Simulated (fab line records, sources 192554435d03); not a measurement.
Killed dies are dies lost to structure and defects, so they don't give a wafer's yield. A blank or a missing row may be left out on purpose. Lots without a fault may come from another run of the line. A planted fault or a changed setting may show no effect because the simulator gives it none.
fab line records | flow n5_finfet
record lots=9 wafers=27 last_day=18
route steps=1938 shown BEOL_M14@1749 PASSIVATION@1936
lots that met no fault: from a run of the same line without faults
start_h: hours from the record's first day to the start of the lot's first wafer shown | wait_h: hours since the lot's step before | " the same as in the row above | L1.1+2: a row that stands for several wafers | - no value, or no start given | * or withheld: withheld | < > ~ a bound
route shown NAME@n: a module of which the file shows steps, and the number in the route of the first | usual: mean/standard deviation of fault-free wafers | same: alike in all rows | chamber/n: place in a boat | sites: the reading at each site | _std_site: their standard deviation | _edge_site: outer sites' mean less inner sites' | radius_mm: how far each site lies from the wafer's centre | mask NAME#n: copy n | behind: the tool/chamber that last shaped the wafer | hold: why the lot was held/for how many hours/how that ended | device: the transistor (n, p or np) that didn't switch | end of line: the same wafers' tests at the end of the route | a step without rows: its recipe alone | killed: dies lost to structure and defects at the first sort, not the wafer's yield | map: a wafer's dies, x killed, . not, _ none there
set.NAME: the setting as run; set.NAME@STEP: as run at that earlier step | model.NAME: the simulator's own value behind a step, which no gauge read
steps of the route over a sample of lots; a table a step, a row a wafer
services: from which hour (start_h, from the record's first day; less than 0 if before it) a tool's chamber was out of use, for how many hours, and why
## steps
# step N5_BEOL_M14_DESCUM_33
# recipe chemistry=O2 time_s=7.9 source_power_w=50 bias_power_w=20 pressure_mtorr=20 rf_frequency_hz=2.712e+07 temp_c=40 o2_flow_sccm=225
# usual chamber_pressure_mTorr=20.00/0.035 drypump_motor_current_A=5.9/0.41 oes_product_au=0.82/0.078 rf_vpp_V=243.0/1.3 showerhead_plenum_p_Torr=2.08/0.058 throttle_valve_pct=20.42/0.24
# columns lot.wafer tool chamber start_h wait_h chamber_pressure_mTorr drypump_motor_current_A oes_product_au rf_hours_counter_h rf_vpp_V showerhead_plenum_p_Torr throttle_valve_pct
L616.2 rie_diel-03 3 248.68 0.0 19.97 6.3 0.79 134 242.6 2.10 20.34
L616.3 " 0 " " 19.96 5.7 0.82 93 243.5 2.11 20.65
L616.6 " 0 " " 20.03 5.8 0.83 - 243.3 2.11 20.67
L618.2 rie_diel-04 1 259.24 0.0 20.00 6.0 0.69 220 242.7 2.07 20.49
L618.3 " 0 " " 19.98 5.4 0.92 26 244.0 2.14 20.18
L618.5 " 1 " " 20.00 6.0 0.69 - 241.1 2.07 20.50
L619.2 rie_diel-04 0 267.20 0.1 20.01 5.4 0.91 29 243.4 2.14 20.18
L619.3 " 3 " " 20.00 6.3 0.91 22 245.0 2.24 20.55
L619.4 " 1 " " 19.99 6.0 0.67 224 243.8 2.07 20.48
L622.3 rie_diel-04 1 279.79 0.0 19.98 6.0 0.68 230 243.0 2.07 20.52
L622.4 " 0 " " 19.98 5.4 0.90 34 244.1 2.14 20.16
L622.6 " 2 " " 19.97 5.3 0.88 - 243.1 2.03 19.99
L631.2 rie_diel-04 2 346.31 0.0 20.03 5.3 0.84 66 242.4 2.02 20.04
L631.3 " 0 " " 20.02 5.4 0.86 58 244.4 2.13 20.21
L631.4 " 2 " " 19.97 5.4 0.85 - 241.1 2.02 20.01
L634.1 rie_diel-05 2 348.17 0.0 20.01 6.3 0.74 144 241.8 2.01 20.25
L634.2 " 0 " " 20.00 6.0 0.78 128 241.0 2.01 20.23
L634.5 " 0 " " 20.00 6.1 0.78 - 241.8 2.01 20.21
L633.2 rie_diel-04 1 353.34 0.0 20.03 6.0 0.67 255 243.0 2.06 20.55
L633.4 " 1 " " 19.98 6.1 0.65 - 243.1 2.06 20.56
L633.6 " 0 " " 19.97 5.4 0.85 - 244.0 2.13 20.22
L638.2 rie_diel-04 1 390.10 0.0 20.02 6.1 0.95 4 241.7 2.06 20.17
L638.3 " 3 " " 19.98 6.3 0.84 63 244.9 2.22 20.60
L638.5 " 0 " " 20.00 5.4 0.85 - 243.2 2.12 20.24
L637.1 rie_diel-03 1 390.41 0.0 20.02 6.5 0.79 94 242.5 2.02 20.72
L637.3 " 0 " " 19.99 5.7 0.76 151 243.8 2.09 20.75
L637.5 " 2 " " 19.98 5.5 0.88 - 244.0 2.12 20.67
# step N5_BEOL_M14_TRENCH_ETCH_34
# recipe chemistry=C4F8/O2/Ar target=SiO2 target_depth_a=5566.5 mask_material=SOC he_inner_torr=15 he_outer_torr=30 time_s=126.9 ion_energy_ev=800 pressure_mtorr=20 source_w=1905 bias_w=2040 Ar_flow_sccm=400 C4F8_flow_sccm=16 O2_flow_sccm=12
# usual C4F8_flow_sccm=16.01/0.049 chamber_pressure_mTorr=20.000/0.018 drypump_motor_current_A=6.0/0.42 oes_product_au=0.82/0.079 rf_vpp_V=2222/23 showerhead_plenum_p_Torr=3.43/0.084 throttle_valve_pct=30.92/0.23
# columns lot.wafer tool chamber start_h wait_h C4F8_flow_sccm chamber_pressure_mTorr drypump_motor_current_A oes_product_au rf_hours_counter_h rf_vpp_V showerhead_plenum_p_Torr throttle_valve_pct
L616.2 rie_diel-03 3 249.13 0.0 16.04 19.996 6.4 0.78 134 2242 3.45 30.81
L616.3 " 0 " " 15.98 20.012 5.8 0.82 94 2208 3.46 31.19
L616.6 " 0 " " 15.95 20.036 5.8 0.83 - 2205 3.46 31.19
L618.2 rie_diel-04 1 259.69 0.0 16.05 20.012 6.0 0.67 221 2210 3.40 30.87
L618.3 " 0 " " 15.97 19.965 5.4 0.91 27 2248 3.51 30.69
L618.5 " 1 " " 16.01 19.987 6.0 0.67 - 2211 3.40 30.84
L619.2 rie_diel-04 0 267.65 0.0 16.01 20.019 5.4 0.91 30 2248 3.51 30.71
L619.3 " 3 " " 16.06 20.011 6.4 0.91 23 2227 3.64 31.05
L619.4 " 1 " " 15.98 19.995 6.0 0.68 224 2212 3.39 30.88
L622.3 rie_diel-04 1 280.24 0.0 16.04 19.986 6.0 0.68 230 2210 3.39 30.88
L622.4 " 0 " " 16.04 19.979 5.4 0.91 34 2250 3.50 30.70
L622.6 " 2 " " 16.02 19.993 5.4 0.89 - 2188 3.36 30.58
L631.2 rie_diel-04 2 346.76 0.0 16.03 19.981 5.3 0.85 67 2186 3.35 30.62
L631.3 " 0 " " 16.06 19.994 5.4 0.86 58 2247 3.49 30.73
L631.4 " 2 " " 16.12 19.997 5.3 0.85 - 2186 3.35 30.61
L634.1 rie_diel-05 2 348.62 0.0 16.03 20.041 6.3 0.74 144 2188 3.31 30.75
L634.2 " 0 " " 15.97 19.991 6.1 0.77 129 2231 3.32 30.77
L634.5 " 0 " " 16.00 19.966 6.0 0.78 - 2232 3.32 30.76
L633.2 rie_diel-04 1 353.80 0.0 16.03 20.018 6.0 0.66 255 2211 3.38 30.89
L633.4 " 1 " " 16.06 19.982 6.0 0.65 - 2209 3.38 30.88
L633.6 " 0 " " 16.05 20.022 5.4 0.85 - 2249 3.49 30.73
L638.2 rie_diel-04 1 390.55 0.0 16.00 20.033 6.0 0.95 4 2210 3.38 30.64
L638.3 " 3 " " 15.98 19.991 6.4 0.83 64 2228 3.62 31.08
L638.5 " 0 " " 16.01 19.992 5.4 0.84 - 2248 3.48 30.75
L637.1 rie_diel-03 1 390.86 0.0 15.96 20.028 6.5 0.80 94 2230 3.33 31.20
L637.3 " 0 " " 16.05 19.984 5.7 0.76 152 2203 3.43 31.24
L637.5 " 2 " " 16.04 20.026 5.5 0.88 - 2257 3.49 31.34
# step N5_BEOL_M14_SPUTTER_44
# recipe material=Ta target_thk_a=150 temp_c=50 bias_v=80 power_w=15000 chamber_pressure_pa=0.07 time_s=24.19
# usual cathode_dc_power_W=15000/2.7 substrate_temp_c=50.01/0.12 throttle_valve_pct=29.7/1.1
# columns lot.wafer tool chamber start_h wait_h cathode_dc_power_W substrate_temp_c throttle_valve_pct
L616.2 pvd_sputter-03 - 251.00 0.0 15000 50.07 28.8
L616.3 " - " " 14994 49.85 30.3
L616.6 " - " " 15001 49.96 30.3
L618.2 pvd_sputter-03 - 264.48 0.0 15000 50.17 30.9
L618.3 " - " " 14999 49.92 31.1
L618.5 " - " " 15001 50.24 30.4
L619.2 pvd_sputter-03 - 271.96 0.0 17573 49.88 28.7
L619.3 " - " " 17565 50.21 30.5
L619.4 " - " " 17569 49.83 29.2
L622.3 pvd_sputter-03 - 285.10 0.0 17563 50.03 28.7
L622.4 " - " " 17568 49.97 30.9
L622.6 " - " " 17571 49.97 31.0
L631.2 pvd_sputter-03 - 349.57 0.0 15002 50.01 29.2
L631.3 " - " " 14997 49.93 31.2
L631.4 " - " " 15000 50.05 29.0
L634.1 pvd_sputter-03 - 350.63 0.0 14999 49.87 30.5
L634.2 " - " " 15007 49.92 31.0
L634.5 " - " " 15005 50.13 31.0
L633.2 pvd_sputter-01 - 357.67 0.0 15000 50.07 29.6
L633.4 " - " " 15003 50.06 27.7
L633.6 " - " " 15000 49.85 31.0
L638.2 pvd_sputter-03 - 392.05 0.0 15003 50.16 29.1
L638.3 " - " " 15002 50.12 30.5
L638.5 " - " " 15000 50.00 29.1
L637.1 pvd_sputter-02 - 392.35 0.0 15001 50.10 29.6
L637.3 " - " " 14995 50.05 29.9
L637.5 " - " " 14998 50.05 30.1
# step N5_BEOL_M14_SPUTTER_45
# recipe material=Cu target_thk_a=1000 temp_c=-20 bias_v=60 power_w=26000 chamber_pressure_pa=0.13 time_s=16.67
# usual cathode_dc_power_W=26000/4.5 substrate_temp_c=-20.00/0.1 throttle_valve_pct=29.7/1.1
# columns lot.wafer tool chamber start_h wait_h cathode_dc_power_W substrate_temp_c throttle_valve_pct
L616.2 pvd_sputter-03 - 251.08 0.0 25999 -19.92 28.9
L616.3 " - " " 25997 -19.98 30.4
L616.6 " - " " 26004 -20.10 30.4
L618.2 pvd_sputter-03 - 264.56 0.0 26001 -20.04 30.5
L618.3 " - " " 26000 -20.15 31.1
L618.5 " - " " 26003 -20.03 30.5
L619.2 pvd_sputter-03 - 272.04 0.0 26001 -19.91 28.5
L619.3 " - " " 26002 -19.91 30.4
L619.4 " - " " 25999 -19.93 29.2
L622.3 pvd_sputter-03 - 285.18 0.0 26008 -20.32 29.0
L622.4 " - " " 26000 -20.12 31.1
L622.6 " - " " 26010 -20.05 31.1
L631.2 pvd_sputter-03 - 349.65 0.0 25998 -20.12 29.2
L631.3 " - " " 25996 -19.85 31.1
L631.4 " - " " 25999 -19.98 28.8
L634.1 pvd_sputter-03 - 350.71 0.0 25998 -20.09 30.4
L634.2 " - " " 25995 -20.01 30.9
L634.5 " - " " 26000 -20.11 30.7
L633.2 pvd_sputter-01 - 357.75 0.0 26001 -20.02 29.8
L633.4 " - " " 26001 -19.98 27.7
L633.6 " - " " 26005 -20.13 31.0
L638.2 pvd_sputter-03 - 392.13 0.0 25996 -20.17 29.2
L638.3 " - " " 26003 -19.83 30.5
L638.5 " - " " 26001 -20.00 29.2
L637.1 pvd_sputter-02 - 392.43 0.0 26008 -20.08 29.9
L637.3 " - " " 25999 -20.03 29.9
L637.5 " - " " 26008 -19.99 29.9
# step N5_BEOL_M14_CMP_49
# recipe stop_on=SiO2 t_overpolish_s=5.2 down_force_psi=2 platen_rpm=80 clearing_platen_down_force_psi=2 clearing_platen_rpm=80 post_cmp_clean=cu_alkaline target_thk_nm=560 clearing_platen_pad_velocity_m_s=1.5917 pad_velocity_m_s=1.5917
# usual barrier_field_endpoint_s=11.4/0.32 edge_zone_pressure_frac=1.000/0.0053 motor_current_A=7.9/1
# columns lot.wafer tool chamber start_h wait_h barrier_field_endpoint_s edge_zone_pressure_frac motor_current_A
L616.3 cmp-01 1 251.81 0.2 10.9 0.999 6.7
L616.2 " 3 " " 11.1 1.001 8.7
L616.6 " 1 " " 10.9 1.001 6.5
L618.2 cmp-04 3 265.29 0.2 11.3 0.995 8.0
L618.3 " 1 " " 11.5 0.997 7.2
L618.5 " 3 " " 11.9 1.005 7.8
L619.2 cmp-01 2 273.94 0.4 12.5 0.992 7.8
L619.4 " 3 " " 12.7 1.000 9.1
L619.3 " 1 " " 12.2 0.998 6.6
L622.3 cmp-01 1 286.45 0.2 12.6 1.004 6.4
L622.4 " 0 " " 12.8 1.004 6.8
L622.6 " 1 " " 12.4 1.004 6.5
L631.2 cmp-01 1 350.26 0.2 11.4 1.003 6.5
L631.4 " 2 " " 11.8 1.002 7.8
L631.3 " 0 " " 11.1 1.007 6.9
L634.2 cmp-02 1 351.61 0.2 11.4 1.003 9.0
L634.1 " 2 " " 11.2 1.006 9.5
L634.5 " 2 " " 11.3 1.005 9.6
L633.2 cmp-04 0 358.39 0.2 11.2 1.006 7.7
L633.4 " 2 " " 11.1 0.997 10.0
L633.6 " 3 " " 11.1 1.001 7.8
L638.2 cmp-01 3 392.82 0.2 11.1 1.001 8.5
L638.3 " 0 " " 10.9 1.003 6.6
L638.5 " 3 " " 11.1 0.997 8.5
L637.3 cmp-01 2 393.14 0.3 11.8 1.004 7.4
L637.1 " 3 " " 11.9 0.998 8.5
L637.5 " 0 " " 11.6 0.997 7.0
# step N5_PASSIVATION_PROBE_49
# usual defect_limited_yield=91.2/1.4 killed_at_M0_to_M3=35/11 killed_at_M4_up=12/4.2 killed_at_contacts=13/5.6 killed_at_front_end=40/12 killed_at_other=3.3/2.6 killed_dies=103/17 killed_open=68/12 killed_short=34/7.6 sort_bin_5_function=5.1/0.95 sort_bin_6_memory=3.3/0.68 sort_n_pass=1077/17 sort_yield_pct=91.2/1.4
# same gross_dies=1180 killed_at_back_side=0 sort_bin_4_leakage[%]=0 sort_bin_8_speed[%]=0
# columns lot.wafer tool chamber start_h wait_h defect_limited_yield[%] killed_at_M0_to_M3 killed_at_M4_up killed_at_contacts killed_at_front_end killed_at_other killed_dies killed_open killed_short sort_bin_5_function[%] sort_bin_6_memory[%] sort_n_pass sort_yield_pct[%]
L634.1 prober-02 - 376.71 0.0 90.8 46 12 4 46 1 109 75 34 5.9 3.2 1071 90.8
L634.2 prober-02 - 376.76 0.1 91.4 44 11 13 29 4 101 67 30 4.9 3.1 1079 91.4
L634.5 prober-02 - 376.91 0.2 91.7 29 14 6 45 4 98 73 25 5.2 2.9 1082 91.7
# killed by level:class
L634.1 FIN_SAQP:geometric_particle:open=18 BEOL_M1:geometric_particle:open=13 BEOL_M0_SAQP:geometric_particle:short=12 BEOL_M0_SAQP:geometric_particle:open=9 FIN_SAQP:geometric_particle:short=6 BEOL_M2:geometric_particle:open=6 BEOL_M4:geometric_particle:open=5 MOL_CONTACT_COAG:geometric_particle:open=4
L634.2 FIN_SAQP:geometric_particle:open=10 BEOL_M3:geometric_particle:open=10 BEOL_M1:geometric_particle:open=10 MOL_CONTACT_COAG:geometric_particle:open=9 BEOL_M0_SAQP:geometric_particle:short=8 BEOL_M0_SAQP:geometric_particle:open=7 STI_FIN_REVEAL:geometric_particle:open=5 MOL_CONTACT_COAG:geometric_particle:short=4
L634.5 FIN_SAQP:geometric_particle:open=13 STI_FIN_REVEAL:geometric_particle:open=12 BEOL_M1:geometric_particle:open=7 BEOL_M4:geometric_particle:open=7 DUMMY_GATE:geometric_particle:open=6 MOL_CONTACT_COAG:geometric_particle:open=5 BEOL_M0_SAQP:geometric_particle:open=5 BEOL_M2:geometric_particle:open=5
## services
# columns tool chamber start_h hours kind
cmp-02 - 238.10 4.6 pm
rie_diel-03 2 245.19 - clean
cmp-02 - 252.18 7.7 pm
cmp-02 - 280.94 4.0 pm
pvd_sputter-01 - 281.97 1.4 repair
rie_diel-03 2 282.26 6.2 repair
cmp-04 - 294.42 4.0 pm
rie_diel-04 1 301.83 9.3 repair
rie_diel-05 0 311.43 10.0 repair
rie_diel-05 1 312.06 1.9 repair
pvd_sputter-01 - 327.03 2.4 repair
cmp-04 - 330.52 2.3 repair
cmp-01 - 342.55 1.5 repair
rie_diel-04 3 343.89 10.1 repair
cmp-04 - 345.16 2.9 repair
rie_diel-04 1 354.22 - clean
rie_diel-04 1 354.22 - consumable_replace:focus_ring
rie_diel-04 1 354.22 21.4 scheduled_down
rie_diel-04 1 354.22 21.4 vent_cycle
rie_diel-03 2 363.57 10.7 repair
pvd_sputter-02 - 370.99 0.6 repair
rie_diel-05 2 378.73 45.5 repair
pvd_sputter-01 - 380.43 12.0 repair
rie_diel-04 2 391.25 13.3 repair
## key
first_sign step=N5_BEOL_M14_SPUTTER_44 reading=cathode_dc_power_W direction=up sigmas=99+ usual=* struck=*
effect step=N5_BEOL_M14_CMP_49 reading=barrier_field_endpoint_s direction=up sigmas=3.7 usual=11.4 struck=12.5
met_at N5_BEOL_M14_SPUTTER_44
struck_lots L619,L622
not_acting_at N5_BEOL_M14_DESCUM_33,N5_BEOL_M14_TRENCH_ETCH_34,N5_BEOL_M14_SPUTTER_45
onset_between 264.48 271.96
fault kind=process_parameter_drift tool=pvd_sputter-03 chamber=- onset_h=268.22 steps=N5_BEOL_M14_SPUTTER_44 channel=power_w offset=* shape=step end_h=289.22 acts_in=* stated=*
